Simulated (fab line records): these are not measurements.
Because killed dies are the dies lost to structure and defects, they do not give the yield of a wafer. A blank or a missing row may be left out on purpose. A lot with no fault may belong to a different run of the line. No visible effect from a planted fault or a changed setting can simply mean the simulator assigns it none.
Matching of chambers + flow nandHarc + NHARC_A_CONTACT_ETCH_90 on rieDiel-11 has 4 sister chambers
The step etches the open film in CH3F/O2, target depth 40 nm, time 85.7 s. 4 wafers are shown with their chamber, then 6 later ones without.

## WAFERS WITH THEIR CHAMBER
| wafer  | chamber | showerheadPlenumPTorr (Torr) |
|--------|---------|------------------------------|
| L106.4 | 0       | 2.52                         |
| L121.1 | 1       | 2.65                         |
| L121.3 | 3       | 2.65                         |
| L121.4 | 2       | 2.52                         |

## WAFERS WITH NO CHAMBER GIVEN
| wafer  | showerheadPlenumPTorr (Torr) |
|--------|------------------------------|
| L123.1 | 2.51                         |
| L123.2 | 2.52                         |
| L123.4 | 2.64                         |
| L128.2 | 2.51                         |
| L128.3 | 2.64                         |
| L128.4 | 2.64                         |

## WHICH CHAMBER EACH ONE RAN IN
| wafer  | from the rows above     | in truth |
|--------|-------------------------|----------|
| L123.1 | can't be placed: 0 or 2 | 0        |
| L123.2 | can't be placed: 0 or 2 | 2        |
| L123.4 | can't be placed: 1 or 3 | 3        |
| L128.2 | can't be placed: 0 or 2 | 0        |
| L128.3 | can't be placed: 1 or 3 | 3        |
| L128.4 | can't be placed: 1 or 3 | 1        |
Placed correctly: 0 of 6. These rows do not allow placing 6 (true chamber among the candidates in 6). Placed wrongly: 0.
How it was worked out, from the rows above alone: a wafer's distance from a chamber is the root of the sum, over the readings, of the square of ((its reading less the chamber's mean) divided by the reading's scatter). The wafer belongs to the nearest chamber; if the next one is less than 2 further off, it can't be placed. The mean given for a chamber averages the wafers shown for that chamber. The scatter: root of mean squared gap, hidden wafer to nearest shown wafer, with one shown wafer a chamber.
